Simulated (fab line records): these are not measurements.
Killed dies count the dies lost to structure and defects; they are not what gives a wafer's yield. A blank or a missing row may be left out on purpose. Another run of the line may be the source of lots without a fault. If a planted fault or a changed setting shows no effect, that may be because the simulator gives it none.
Chamber matching    flow n5Finfet    4 sister chambers for N5_BEOL_M4_VIA_ETCH_34 on rieDiel-04
The step etches the open film in C4F6/O2, target depth 69.4 nm, time 65.9 s. 14 wafers are shown with their chamber, then 7 later ones without.

## WAFERS WITH THEIR CHAMBER
wafer   chamber  throttleValvePct (%)  showerheadPlenumPTorr (Torr)  drypumpMotorCurrentA (A)
L078.1  0        30.82                 2.82                          5.41
L078.2  3        30.90                 3.02                          6.03
L078.3  1        30.49                 2.89                          6.08
L082.4  3        30.93                 3.01                          6.02
L082.5  1        30.51                 2.89                          6.07
L082.6  0        30.85                 2.81                          5.43
L081.2  3        30.91                 3.01                          6.01
L081.3  2        31.38                 2.69                          5.44
L081.5  0        30.84                 2.81                          5.43
L084.1  1        30.50                 2.89                          6.06
L084.4  0        30.83                 2.81                          5.45
L084.6  0        30.82                 2.81                          5.41
L083.2  1        30.50                 2.88                          6.04
L083.3  3        30.92                 3.01                          6.01

SIGNATURES, as means of the wafers listed above
reading                chamber 0  chamber 1  chamber 2  chamber 3  scatter within a chamber
throttleValvePct       30.8320    30.5000    31.3800    30.9150    0.0117
showerheadPlenumPTorr  2.8120     2.8875     2.6900     3.0125     0.0048
drypumpMotorCurrentA   5.4260     6.0625     5.4400     6.0175     0.0151
Rule: for a wafer and a chamber, the distance is found by dividing, reading by reading, the gap between the wafer's reading and the chamber's mean by the reading's scatter, squaring, summing and taking the root. If the next closest chamber is less than 2 further off than the closest, the wafer can't be placed; otherwise it belongs to the closest. How the scatter is found: for the shown wafers, subtract from each reading the mean of its chamber, square and add these, divide the total by (wafers less chambers), then take the root.

## WAFERS WITHOUT THEIR CHAMBER
wafer   throttleValvePct (%)  showerheadPlenumPTorr (Torr)  drypumpMotorCurrentA (A)
L083.5  30.53                 2.88                          6.08
L086.2  30.53                 2.88                          6.00
L086.3  30.57                 2.81                          5.48
L086.4  31.38                 2.69                          5.46
L094.1  30.94                 3.00                          6.03
L094.2  30.59                 2.80                          5.38
L094.3  30.91                 3.03                          5.45

## WHICH CHAMBER EACH WENT THROUGH
wafer    from the rows above   in truth
L083.5   1                     1
L086.2   1                     1
L086.3   0                     0
L086.4   2                     2
L094.1   3                     3
L094.2   0                     0
L094.3   3                     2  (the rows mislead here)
Correctly placed: 6 of 7. Number that these rows cannot place: 0. Placed wrongly: 1.
